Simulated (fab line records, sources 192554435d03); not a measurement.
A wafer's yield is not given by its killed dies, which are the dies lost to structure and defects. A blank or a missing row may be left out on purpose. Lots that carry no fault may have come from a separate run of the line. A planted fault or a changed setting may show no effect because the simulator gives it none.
Split-lot trial    flow n5_finfet    on a route of 1938 steps: 7 lots, 21 wafers read

== THE SPLIT ==
At N5_BEOL_M14_ILD_DEP_00 (deposits SiO2 from TEOS/O2, target thk 1119.3 nm, time 237.4 s), the setting time_s was moved away from the recipe's 237.4 s on 3 of the 21 wafers read, by -4.2% to +14.8%. All remaining wafers had this setting at the recipe value.

The file shows no step between the split and the reading.

== THE READING ==
Values of M14_ILD_THK in nm from N5_BEOL_M14_THK_MEAS_01. A value of 1128 nm with a standard deviation of 17 nm is what fault-free wafers of this fab line usually give.

wafer   tool, chamber at the split  time_s as run, s  against the recipe  M14_ILD_THK, nm  against lot-mates on the recipe
L077.1  pecvd-04, 0                 237.4             recipe              1111             -
L077.3  pecvd-04, 0                 237.4             recipe              1139             -
L077.4  pecvd-04, 1                 237.4             recipe              1156             -
L078.1  pecvd-04, 0                 237.4             recipe              1115             -
L078.2  pecvd-04, 1                 237.4             recipe              1139             -
L078.4  pecvd-04, 0                 237.4             recipe              1126             -
L079.1  pecvd-01, 2                 237.4             recipe              1129             -
L079.2  pecvd-01, 0                 237.4             recipe              1128             -
L079.6  pecvd-01, 2                 237.4             recipe              1153             -
L082.2  pecvd-03, 1                 237.4             recipe              1121             -
L082.4  pecvd-03, 1                 237.4             recipe              1145             -
L082.5  pecvd-03, 2                 237.4             recipe              1123             -
L083.1  pecvd-04, 1                 227.4             -4.2%               1098             -20
L083.2  pecvd-04, 2                 237.4             recipe              1109             -
L083.6  pecvd-04, 2                 237.4             recipe              1126             -
L087.1  pecvd-03, 0                 272.6             +14.8%              1285             +135
L087.2  pecvd-03, 1                 272.6             +14.8%              1285             +135
L087.4  pecvd-03, 1                 237.4             recipe              1150             -
L089.1  pecvd-01, 0                 237.4             recipe              1122             -
L089.2  pecvd-01, 1                 237.4             recipe              1121             -
L089.4  pecvd-01, 0                 237.4             recipe              1130             -

FIT RESULTS
A straight line over all 21 wafers: M14_ILD_THK changes by +10.3 nm for each +1% of time_s; r = +0.96; the points scatter about the line by 13 nm.
The same after taking each lot's own level away (the mean of its wafers on the recipe; 21 wafers): +8.87 nm for each +1%; r = +0.96; scatter 12 nm.
That fit puts the effect of the largest move of time_s on the reading at 1.3e+02 nm.
Across the lots, their own levels run from 1117.5 to 1150.0 nm, a range of 1.9 times the standard deviation given above.
Hence the slope depends on the lot-to-lot level, as the two fits are not the same.
Check: with one of the wafers moved furthest among these (+14.8%) left out of the fit, the line predicts +130 nm for it against its lot-mates. It came out at +135 nm against them.

== THESE WAFERS: OTHER SPLITS ==
Other splits were also applied to these wafers ahead of the reading. Each is held against what the fit with the lots' levels taken away leaves over:
other split on the same wafers  wafers away from the commonest value  r with M14_ILD_THK (lot level and that fit taken away)
N5_BEOL_M8_EXPOSE_25 dose_mj    7                                     -0.14
N5_BEOL_M9_ETCH_62 source_w     7                                     -0.28
N5_BEOL_M9_COAT_22 spin_rpm     8                                     -0.13
N5_BEOL_M13_SPUTTER_43 time_s   6                                     +0.17

== THE WHOLE CHAIN: every reading that the file lists as answering this split, in the file's order ==
step                     what it does                                                    reading                                                                              change (the file's fit)               r (the file's)
N5_BEOL_M14_ILD_DEP_00   deposits SiO2 from TEOS/O2, target thk 1119.3 nm, time 237.4 s  SiO2_of_BEOL_M14_ILD_DEP_00.thk_nm (the simulator's own value, which no gauge read)  +8.68 nm for each +1% of the setting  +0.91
N5_BEOL_M14_THK_MEAS_01                                                                  M14_ILD_THK                                                                          +8.73 for each +1% of the setting     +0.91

== FILE'S OWN FIT ==
M14_ILD_THK changes by +8.73 nm for each +1% of time_s, r = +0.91.
